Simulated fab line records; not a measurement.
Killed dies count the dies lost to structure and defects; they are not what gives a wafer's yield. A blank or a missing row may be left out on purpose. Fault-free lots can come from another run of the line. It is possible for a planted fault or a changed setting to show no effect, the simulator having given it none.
fab line records | flow n5_finfet
record: lots: 4 wafers: 12 last_day: 16
route steps=1938 shown BEOL_M14@1721 PASSIVATION@1936
lots that met no fault: taken from a fault-free run of the same line
start_h: start of the lot's first displayed wafer, in hours after the record's first day | wait_h: time in hours since the lot's previous step | " as in the row above | L1.1+2: a row that stands for several wafers | - no value present, or no start provided | * or withheld: withheld | < > ~ a bound
route shown NAME@n: names a module that has steps shown in the file, with the first one's number in the route | usual: mean/standard deviation of fault-free wafers | same: alike in all rows | chamber/n: place in a boat | sites: readings site by site | _std_site: the values' standard deviation | _edge_site: mean of outer sites minus mean of inner sites | radius_mm: for every site, how far away it sits from the centre of the wafer | mask NAME#n: copy n | behind: the most recent tool/chamber to have shaped the wafer | hold: cause of the lot's hold/its duration in hours/its outcome | device: whichever transistor did not switch (one of n, p or np) | end of line: the tests these same wafers got at the end of their route | for a step that has no rows: nothing shown but its recipe | killed: count of dies lost to structure and defects at first sort (not the wafer's yield) | map: a wafer's dies, x killed, . not, _ none there
set.NAME: setting as actually run; set.NAME@STEP: the setting as run at that earlier step | model.NAME: the simulator's own value behind a step, which no gauge read
lots at some steps of the route; a table a step, a row a wafer
services: from which hour (start_h, from the record's first day; less than 0 if before it) a tool's chamber was out of use, for how many hours, and why
== steps ==
step: N5_BEOL_M14_SOFTBAKE_05
recipe: temp_c: 130 time_s: 60
step: N5_BEOL_M14_EXPOSE_07
recipe: mask_id: V13 na: 0.8 source_shape: annular sigma_inner: 0.5 sigma_outer: 0.8 polarization: unpolarized attpsm_phase_deg: 180 dose_mj: 57
step: N5_BEOL_M14_PEB_08
recipe: peb_temp_c: 130 peb_time_s: 90
step: N5_BEOL_M14_DEVELOP_09
recipe: develop_time_s: 45 rinse_liquid: diw dry: air_spin dev_temp_c: 21
step: N5_BEOL_M14_HARDBAKE_14
recipe: temp_c: 130 time_s: 120
step: N5_BEOL_M14_DESCUM_15
recipe: chemistry: O2 time_s: 7.9 source_power_w: 50 bias_power_w: 20 pressure_mtorr: 20 rf_frequency_hz: 2.712e+07 temp_c: 40 o2_flow_sccm: 225
step: N5_BEOL_M14_ETCH_59
recipe: chemistry: N2/H2 target: BARC target_depth_a: 890 overetch_a: 267 time_s: 67.9 ion_energy_ev: 200 pressure_mtorr: 30 source_w: 840 bias_w: 150 n2_flow_sccm: 200 h2_flow_sccm: 200
step: N5_BEOL_M14_VIA_ETCH_16
recipe: chemistry: C4F8/O2/Ar target: SiO2 he_inner_torr: 15 he_outer_torr: 30 target_depth_a: 12313 time_s: withheld ion_energy_ev: 800 pressure_mtorr: 20 source_w: 1905 bias_w: 2040 Ar_flow_sccm: 400 C4F8_flow_sccm: 16 O2_flow_sccm: 12 ends: cleared
step: N5_BEOL_M14_STRIP_63
recipe: chemistry: O2 power_w: 600 temp_c: 60 pressure_mtorr: 30 rf_frequency_hz: 6e+07 bias_power_w: 0 overash_fraction: 0.3 o2_flow_sccm: 225
step: N5_BEOL_M14_STRIP_64
recipe: chemistry: O2 power_w: 600 temp_c: 60 pressure_mtorr: 30 rf_frequency_hz: 6e+07 bias_power_w: 0 overash_fraction: 0.3 o2_flow_sccm: 225
usual: chamber_pressure_mTorr: 30.001/0.027 drypump_motor_current_A: 5.7/0.52 oes_product_au: 0.78/0.074 rf_vpp_V: 3.7/0.43 showerhead_plenum_p_Torr: 2.09/0.059 throttle_valve_pct: 16.73/0.24
columns lot.wafer tool chamber start_h wait_h chamber_pressure_mTorr drypump_motor_current_A oes_product_au rf_hours_counter_h rf_vpp_V showerhead_plenum_p_Torr throttle_valve_pct
L930.1 rie_diel-01 3 261 - 30.002 6.2 0.79 88 3.5 2.11 16.22
L930.4 " 1 " " 30.047 5.4 0.78 97 4.4 2.14 16.68
L930.5 " 3 " " 29.997 6.3 0.79 - 2.7 2.11 16.22
L943.1 rie_diel-01 2 335 - 30.020 5.2 0.74 144 2.9 2.02 16.80
L943.4 " 3 " " 30.010 6.3 0.76 111 3.9 2.10 16.26
L943.6 " 0 " " 30.048 5.3 0.80 - 3.7 2.11 16.75
L944.2 rie_diel-01 3 335 - 29.982 6.2 0.77 112 4.0 2.10 16.28
L944.4 " 1 " " 29.995 5.5 0.76 121 3.3 2.13 16.75
L944.6 " 0 " " 30.003 5.3 0.80 - 4.1 2.11 16.74
L948.4 rie_diel-01 0 355 - 30.040 5.3 0.80 104 3.8 2.11 16.75
L948.5 " 0 " " 30.012 5.3 0.80 - 3.2 2.11 16.76
L948.6 " 3 " " 30.027 6.2 0.76 - 3.6 2.10 16.27
step: N5_BEOL_M14_STRIP_71
recipe: chemistry: post_etch_residue_remover time_s: 60 temp_c: 25 remover_ph: withheld remover_water_wt_pct: withheld remover_fluoride_wt_pct: withheld
step: N5_BEOL_M14_SRD_72
recipe: time_s: 30 temp_c: 23 rinse_liquid: diw dry: n2_spin spin_rpm: 1500 dry_time_s: 30
step: N5_BEOL_M14_COAT_65
recipe: resist: SOC temp_c: 250 time_s: 60 spin_rpm: 1500 resist_thk_nm: 450
step: N5_BEOL_M14_COAT_66
recipe: resist: SiARC temp_c: 220 time_s: 60 spin_rpm: 1500 resist_thk_nm: 110
step: N5_BEOL_M14_COAT_22
recipe: spin_rpm: 2888 resist_thk_nm: 300
step: N5_BEOL_M14_EBR_24
recipe: solvent: PGMEA ebr_width_mm: 1.5
step: N5_BEOL_M14_SOFTBAKE_23
recipe: temp_c: 130 time_s: 60
step: N5_BEOL_M14_EXPOSE_25
recipe: mask_id: M14 na: 0.8 source_shape: annular sigma_inner: 0.5 sigma_outer: 0.8 polarization: unpolarized target_cd_nm: 280 dose_mj: 26.6
step: N5_BEOL_M14_PEB_26
recipe: peb_temp_c: 130 peb_time_s: 90
step: N5_BEOL_M14_DEVELOP_27
recipe: develop_time_s: 45 rinse_liquid: diw dry: air_spin dev_temp_c: 21
step: N5_BEOL_M14_HARDBAKE_32
recipe: temp_c: 130 time_s: 120
step: N5_BEOL_M14_INSPECT_30
recipe: mode: adi inspect_instrument: macro
usual: raw_defect_count: 2.1/1.5
columns lot.wafer tool chamber start_h wait_h raw_defect_count
L930.1 defect_inspect-01 - 261.78 0.0 4
L930.4 " - " " 0
L930.5 " - " " 1
L943.1 defect_inspect-01 - 335.94 0.0 2
L943.4 " - " " 3
L943.6 " - " " 1
L944.2 defect_inspect-01 - 336.45 0.0 >300
L944.4 " - " " >300
L944.6 " - " " >300
L948.4 defect_inspect-02 - 356.12 0.0 >300
L948.5 " - " " >300
L948.6 " - " " >300
step: N5_BEOL_M14_DESCUM_33
recipe: chemistry: O2 time_s: 7.9 source_power_w: 50 bias_power_w: 20 pressure_mtorr: 20 rf_frequency_hz: 2.712e+07 temp_c: 40 o2_flow_sccm: 225
step: N5_PASSIVATION_PROBE_49
usual: defect_limited_yield: 91.3/1.4 killed_at_M0_to_M3: 36/11 killed_at_M4_up: 13/5.2 killed_at_contacts: 13/6.5 killed_at_front_end: 37/11 killed_at_other: 3.6/2.9 killed_dies: 103/17 killed_on_rim: 13/3.6 killed_open: 68/12 killed_short: 33/7.3 sort_bin_5_function: 5.2/0.91 sort_bin_6_memory: 3.2/0.67 sort_n_pass: 1077/17 sort_yield_pct: 91.3/1.4
same: gross_dies: 1180 killed_at_back_side: 0 sort_bin_4_leakage[%]: 0 sort_bin_8_speed[%]: 0
columns lot.wafer tool chamber start_h wait_h defect_limited_yield[%] killed_at_M0_to_M3 killed_at_M4_up killed_at_contacts killed_at_front_end killed_at_other killed_dies killed_on_rim killed_open killed_short sort_bin_5_function[%] sort_bin_6_memory[%] sort_n_pass sort_yield_pct[%]
L944.2 prober-01 - 367.15 0.1 86.2 11 111 12 29 0 163 23 36 28 8.6 3.2 1017 86.2
L944.4 prober-01 - 367.25 0.2 82.7 34 115 22 29 4 204 24 70 34 11.4 3.6 976 82.7
L944.6 prober-01 - 367.35 0.3 83.0 29 135 3 32 2 201 23 51 33 10.5 4.4 979 83.0
L943.1 prober-01 - 367.95 0.0 88.1 44 19 7 56 14 140 20 85 49 6.9 4.6 1040 88.1
L943.4 prober-01 - 368.10 0.2 89.8 32 19 9 55 5 120 17 62 43 5.8 3.3 1060 89.8
L943.6 prober-01 - 368.20 0.3 91.4 32 12 2 51 4 101 14 64 33 4.9 3.2 1079 91.4
L948.4 prober-01 - 383.93 0.2 83.0 28 120 18 35 0 201 22 68 23 11.9 3.4 979 83.0
L948.5 prober-01 - 383.98 0.2 82.6 31 125 27 18 4 205 23 55 32 11.7 3.6 975 82.6
L948.6 prober-01 - 384.03 0.3 86.7 16 97 20 23 1 157 29 50 22 9.2 2.6 1023 86.7
killed by level:class
L944.2 BEOL_M14:unspecified=97 MOL_CONTACT_COAG:geometric_particle:open=10 ILD0:geometric_particle:short=8 BEOL_M4:geometric_particle:open=8 FIN_SAQP:geometric_particle:short=6 FIN_SAQP:geometric_particle:open=4 STI_FIN_REVEAL:geometric_particle:open=3 BEOL_M0_SAQP:geometric_particle:short=3
L944.4 BEOL_M14:unspecified=99 MOL_CONTACT_COAG:geometric_particle:open=16 BEOL_M4:geometric_particle:open=9 BEOL_M0_SAQP:geometric_particle:open=8 BEOL_M2:geometric_particle:open=8 BEOL_M1:geometric_particle:open=7 ILD0:geometric_particle:open=6 MOL_CONTACT_COAG:geometric_particle:short=6
L944.6 BEOL_M14:unspecified=117 BEOL_M4:geometric_particle:open=13 BEOL_M0_SAQP:geometric_particle:short=12 BEOL_M0_SAQP:geometric_particle:open=11 FIN_SAQP:geometric_particle:open=7 ILD0:geometric_particle:open=4 FIN_SAQP:geometric_particle:short=3 DUMMY_GATE:geometric_particle:open=3
L943.1 FIN_SAQP:geometric_particle:short=13 BEOL_M0_SAQP:geometric_particle:open=12 FIN_SAQP:geometric_particle:open=8 BEOL_M0_SAQP:geometric_particle:short=7 MOL_CONTACT_COAG:geometric_particle:open=7 BEOL_M2:geometric_particle:open=7 BEOL_M4:geometric_particle:short=6 PASS1_CAP:geometric_particle:open=6
L943.4 BEOL_M1:geometric_particle:open=12 FIN_SAQP:geometric_particle:short=10 HKMG_FIN:area_etch=8 FIN_SAQP:geometric_particle:open=7 STI_FIN_REVEAL:geometric_particle:open=7 MOL_CONTACT_COAG:geometric_particle:open=7 GATE_CUT:geometric_particle:short=7 BEOL_M4:geometric_particle:short=7
L943.6 FIN_SAQP:geometric_particle:open=9 DUMMY_GATE:geometric_particle:open=8 FIN_SAQP:geometric_particle:short=7 STI_FIN_REVEAL:geometric_particle:open=7 BEOL_M1:geometric_particle:open=7 BEOL_M0_SAQP:geometric_particle:short=5 BEOL_M0_SAQP:geometric_particle:open=5 BEOL_M0:geometric_particle:open=3
L948.4 BEOL_M14:unspecified=109 MOL_CONTACT_COAG:geometric_particle:open=13 FIN_SAQP:geometric_particle:open=11 STI_FIN_REVEAL:geometric_particle:open=10 BEOL_M1:geometric_particle:open=8 BEOL_M2:geometric_particle:open=6 BEOL_M0:geometric_particle:open=5 FIN_SAQP:geometric_particle:short=4
L948.5 BEOL_M14:unspecified=118 MOL_CONTACT_COAG:geometric_particle:open=21 BEOL_M0_SAQP:geometric_particle:short=10 BEOL_M0_SAQP:geometric_particle:open=7 MOL_CONTACT_COAG:geometric_particle:short=6 BEOL_M2:geometric_particle:open=5 STARTING-WAFER:geometric_particle:open=5 FIN_SAQP:geometric_particle:short=4
L948.6 BEOL_M14:unspecified=85 MOL_CONTACT_COAG:geometric_particle:open=16 GATE_CUT:geometric_particle:short=7 BEOL_M3:geometric_particle:open=5 FIN_SAQP:geometric_particle:open=4 MOL_CONTACT_COAG:geometric_particle:short=4 STARTING-WAFER:geometric_particle:open=3 BEOL_M0_SAQP:geometric_particle:open=3
map L944.4 (x killed, . not)
_________________...x........________________
______________.....x..xxx.x....._____________
___________.x........x.......x....x__________
__________.......x........x.....x..._________
________.............x.........x......_______
_______......x...........xx..........x.______
______..................x..x...x....xx.._____
_____.............................x.xx.xx____
____...x..x....x......x..........x.xx.xxx.___
___............x......x.x.x.......xxxxxxxxx__
___..............................xxxxxxxxxx__
__..............................xxxxxxxxxxxx_
__x....x..........x.x.......x...xx..xxxxxxxx_
_...............................xxxxxxxxxxxxx
_....x..........................xxxxxxxxxxxxx
_..................x....x............xxxxxxxx
_....x.....x....xx.x.x............x..xxxxx...
_..x.x...............x..........x...xxxx.x...
_.........................x........x......xx.
_x......x................................x...
_...x.........x...............x..x...........
__..................x..x...x...x.x.........._
__...............................x.........._
___x.x.....x.x...xx.......x..x.............__
___.........x.xx.......x......x..x.........__
____...........x...........x..............___
_____.............xx.....xx....x.........____
______x..xx..x.x..........xx.x.........._____
_______.....x...........x........xx....______
________..............x............x.._______
__________............x............._________
___________................x.x...x.__________
______________.................._____________
_________________.....x......________________
map L948.5 (x killed, . not)
_________________............________________
______________.x.....x.........._____________
___________..x.....................__________
__________.x.....x..........x......._________
________.........x.....x........x....._______
_______......x...x.x.......x.......x...______
______...............x...............xx._____
_____...x...x................x.xxxx.xxxxx____
____........x......x....x.....xxxx.xxxxxxx___
___.......x...x..............xxxxxxxxxxxxxx__
___....x.........x.............xxxxxxxxxxxx__
__.....x.x.....................xxxxxxxxxxxxx_
__..................x.x..x...xxxxxxxxxxxxxxx_
_.....x...............x........xxxxxxxxxxxxx.
_......x...........x.x........xxxxxxxxxxxx..x
_.............................x..x.xxxxx.x..x
_............x....x..........x.x.xxxxxxx.....
_x.....x........x.................x..xx......
_....x.............x................x........
_...............x............................
_...x......x.........x.......................
__x..............x.................x......x._
__............x.................xx...x......_
___...x..........x...........x...x..x.x...x__
___.............x................x.....x...__
____x.........x.....x...xx...x............___
_____.........x..................x.......____
______.................................._____
_______...xx.............x.............______
________........x.....x..............._______
__________.........................._________
___________............x...........__________
______________x....x............_____________
_________________.x..........________________
== services ==
columns tool chamber start_h hours kind
rie_diel-01 - 271.78 1.1 repair
== key ==
first_sign: step: N5_BEOL_M14_INSPECT_30 reading: raw_defect_count direction: up sigmas: 99+ usual: 2.1 struck: >300
effect: step: N5_PASSIVATION_PROBE_49 reading: killed_at_M4_up direction: up sigmas: 20 usual: 13 struck: 117
more_kills_born_at: N5_BEOL_M14_STRIP_64@rie_diel-01: 625
met_at N5_BEOL_M14_STRIP_64
struck_wafers L944.2,L944.4,L944.6,L948.4,L948.5,L948.6
also_fits time
fault: kind: chamber_particle_source tool: rie_diel-01 chamber: - onset_h: 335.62 steps: N5_BEOL_M14_STRIP_64 rate_per_visit_cm2: 0.75875 end_h: 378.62
